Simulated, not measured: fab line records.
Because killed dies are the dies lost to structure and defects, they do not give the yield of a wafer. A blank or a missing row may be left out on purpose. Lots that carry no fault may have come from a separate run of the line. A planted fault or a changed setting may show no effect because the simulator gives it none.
fab line records    flow n5-finfet
[record] lots = 7  wafers = 39
route steps=1938 shown BEOL_M14@1770
start-h: start of the lot's first displayed wafer, in hours after the record's first day    wait-h: hours from the lot's prior step to this one    " identical to the entry in the row above    L1.1+2: one row covering several wafers at once    - no value, or no start given    * or withheld: withheld    < > ~ a bound
route shown NAME@n: a module of which the file shows steps, and the number in the route of the first    usual: average and standard deviation across the fault-free wafers    same: alike in all rows    chamber/n: place in a boat    sites: the reading at each site    _std_site: how widely they spread, as a standard deviation    _edge_site: the outer-site mean with the inner-site mean subtracted    radius-mm: how far each site lies from the wafer's centre    mask NAME#n: copy n    behind: the last tool/chamber to shape the wafer    hold: reason for holding the lot/hours on hold/outcome of the hold    device: names the non-switching transistor (n, p or np)    end of line: at the end of the route, the tests of the same wafers    for a step that has no rows: nothing shown but its recipe    killed: not the wafer's yield, but the dies lost to structure and defects at the first sort    map: per-die view of a wafer (x killed, . not killed, _ where there is no die)
set.NAME: the setting the step ran with; set.NAME@STEP: the setting that earlier step ran with    model.NAME: the simulator's own value behind a step, which no gauge read
lots with deliberately changed settings; one table per step, one row per wafer
[[steps]]
[step N5_BEOL_M14_DEP_53]
[recipe] material = SiCN  target-thk-a = 500  temp-c = withheld  precursor = 3MS/NH3  pressure-torr = 3  rf-w = 675  time-s = 17.8
lot.wafer  tool      chamber  start-h  wait-h  set.time-s  model.SiCN_of_BEOL_M14_DEP_53.thk-nm
L076.1     pecvd-01  2        254.49   0.0     17.8        50
L076.2     "         0        "        "       17.8        49
L076.3     "         1        "        "       22.32       62.4
L076.4     "         0        "        "       22.32       62.8
L076.5     "         1        "        "       17.8        50.8
L076.6     "         2        "        "       22.32       63.2
L077.1     pecvd-02  0        267.43   0.0     8.713       23.6
L077.2+5   "         2,0      "        "       17.8        50
L077.3     "         1        "        "       8.713       24
L077.4     "         1        "        "       8.713       24.6
L077.6     "         2        "        "       17.8        50.4
L082.1     pecvd-03  0        303.06   0.0     7.511       23.6
L082.2     "         1        "        "       17.8        49.6
L082.3     "         2        "        "       7.511       21.6
L082.4     "         1        "        "       17.8        51.2
L082.5     "         2        "        "       7.511       22.6
L082.6     "         0        "        "       17.8        53.2
L084.1     pecvd-01  2        306.13   0.0     17.8        49.8
L084.2     "         0        "        "       17.8        48.8
L084.3     "         1        "        "       17.8        49.4
L084.4     "         0        "        "       21.98       61.6
L084.5     "         2        "        "       21.98       61.8
L084.6     "         1        "        "       21.98       61
L087.1     pecvd-03  2        323.96   0.0     24.89       68.2
L087.2+4   "         0,2      "        "       24.89       69.6
L087.3     "         1        "        "       17.8        48.6
L087.5     "         1        "        "       17.8        49.8
L087.6     "         0        "        "       17.8        51.2
L088.2     pecvd-01  0        328.07   0.0     17.8        49.2
L088.3     "         2        "        "       17.8        50
L088.6     "         1        "        "       17.8        50.4
L097.1     pecvd-02  0        389.70   0.0     24.4        66.2
L097.2     "         2        "        "       17.8        49.6
L097.3     "         1        "        "       17.8        49.4
L097.4     "         2        "        "       17.8        50.8
L097.5     "         1        "        "       24.4        67.8
L097.6     "         0        "        "       24.4        67.2
[[key]]
[split] step = N5_BEOL_M14_DEP_53  setting = time-s  stated = 17.8  by = wafer
[response] step = N5_BEOL_M14_DEP_53  reading = model.SiCN_of_BEOL_M14_DEP_53.thk-nm  change = +0.495  per = 1%  r = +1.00
